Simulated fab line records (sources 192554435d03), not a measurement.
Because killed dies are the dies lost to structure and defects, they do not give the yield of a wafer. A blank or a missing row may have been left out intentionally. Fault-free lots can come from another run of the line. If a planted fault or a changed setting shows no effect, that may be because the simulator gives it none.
Split-lot study -- flow n5-finfet -- 21 wafers read from 7 lots, route of 1938 steps

== THE SPLIT ==
At N5_BEOL_M13_EXPOSE_07 (exposes mask V12), the setting dose-mj was moved away from the recipe's 24.8 on 9 of the 21 wafers read, by -5.8% to +6.2%. For the rest of the wafers, this setting stayed at what the recipe calls for.

== FROM THE SPLIT TO THE READING: what the file shows between them, 11 steps ==
- N5_BEOL_M13_PEB_08: peb time 90 s
- N5_BEOL_M13_DEVELOP_09: develop time 45 s
- N5_BEOL_M13_HARDBAKE_14: time 120 s
- N5_BEOL_M13_CD_MEAS_10: target cd 190 nm
- N5_BEOL_M13_DESCUM_15: chemistry O2, time 7.9 s
- N5_BEOL_M13_ETCH_59: etches BARC in N2/H2, target depth 89 nm, overetch 26.7 nm, time 67.9 s
- N5_BEOL_M13_VIA_ETCH_16: etches SiOC in C4F8/O2/Ar, target depth 921.7 nm
- N5_BEOL_M13_STRIP_63: strips in N2/H2
- N5_BEOL_M13_STRIP_64: strips in N2/H2
- N5_BEOL_M13_STRIP_71: strips in post etch residue remover, time 60 s
- N5_BEOL_M13_SRD_72: time 30 s, dry time 30 s

== THE READING ==
cd-nm, in nm, at N5_BEOL_M13_CD_MEAS_17 (target cd 190 nm). Fault-free wafers of this fab line usually give 190.2 nm, standard deviation 2.2 nm.

wafer,"tool, chamber at the split",dose-mj as run,against the recipe,"cd-nm, nm",against lot-mates on the recipe
L080.1,"krf-scanner-02, 0",24.8,recipe,192.3,-
L080.3,"krf-scanner-02, 0",24.8,recipe,189.3,-
L080.6,"krf-scanner-02, 0",24.8,recipe,191.1,-
L084.1,"krf-scanner-01, 0",24.8,recipe,188.2,-
L084.3,"krf-scanner-01, 0",24.31,-2.0%,186.2,-2.9
L084.6,"krf-scanner-01, 0",24.8,recipe,190.1,-
L083.2,"krf-scanner-02, 0",24.8,recipe,188.4,-
L083.4,"krf-scanner-02, 0",23.35,-5.8%,182.4,-5.3
L083.6,"krf-scanner-02, 0",24.8,recipe,187.0,-
L086.1,"krf-scanner-01, 0",24.8,recipe,190.5,-
L086.4,"krf-scanner-01, 0",23.71,-4.4%,185.9,-4.6
L086.6,"krf-scanner-01, 0",23.71,-4.4%,185.3,-5.2
L090.1,"krf-scanner-02, 0",26.33,+6.2%,198.8,+9.5
L090.3,"krf-scanner-02, 0",26.33,+6.2%,196.8,+7.5
L090.5,"krf-scanner-02, 0",24.8,recipe,189.3,-
L093.2,"krf-scanner-01, 0",24.8,recipe,184.4,-
L093.3,"krf-scanner-01, 0",24.8,recipe,191.3,-
L093.5,"krf-scanner-01, 0",24.01,-3.2%,184.1,-3.8
L097.2,"krf-scanner-02, 0",24.8,recipe,191.8,-
L097.3,"krf-scanner-02, 0",23.36,-5.8%,184.6,-7.2
L097.5,"krf-scanner-02, 0",23.36,-5.8%,187.5,-4.3

FIT RESULTS
A straight line over all 21 wafers: cd-nm changes by +1.08 nm for each +1% of dose-mj; r = +0.86; the points scatter about the line by 2.2 nm.
The same after taking each lot's own level away (the mean of its wafers on the recipe; 21 wafers): +1.17 nm for each +1%; r = +0.93; scatter 1.5 nm.
The reading moves by 7.2 nm for the largest change in dose-mj, on that fit.
The lots' own levels span 187.70 to 191.80 nm, that is 1.9 times the standard deviation above.
The two slopes agree, so the slope changes little with the lot-to-lot level.
Check: for one of the wafers moved furthest among these (+6.2%), held out of the fit, the line's prediction against its lot-mates is +6.69 nm. It came out at +9.5 nm against them.

== OTHER SPLITS ON THESE WAFERS ==
Before the reading, these wafers also passed through other splits. Each is held against what the fit with the lots' levels taken away leaves over:
other split on the same wafers,wafers away from the commonest value,r with cd-nm (lot level and that fit taken away)
N5_BEOL_M8_DEP_56 time-s,5,+0.27
N5_BEOL_M11_COAT_59 spin-rpm,7,+0.17
N5_BEOL_M11_EXPOSE_08 dose-mj,3,-0.02
N5_BEOL_M11_ETCH_62 time-s,8,+0.17
N5_BEOL_M11_COAT_22 spin-rpm,10,-0.13
N5_BEOL_M13_COAT_04 spin-rpm,5,+0.19

== THE WHOLE CHAIN: every reading that the file lists as answering this split, in the file's order ==
step,what it does,reading,change (the file's fit),r (the file's)
N5_BEOL_M13_CD_MEAS_10,target cd 190 nm,cd-nm,+1.04 nm for each +1% of the setting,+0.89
N5_BEOL_M13_CD_MEAS_17,target cd 190 nm,cd-nm,+1.12 nm for each +1% of the setting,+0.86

== FILE'S OWN FIT ==
cd-nm changes by +1.12 nm for each +1% of dose-mj, r = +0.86.
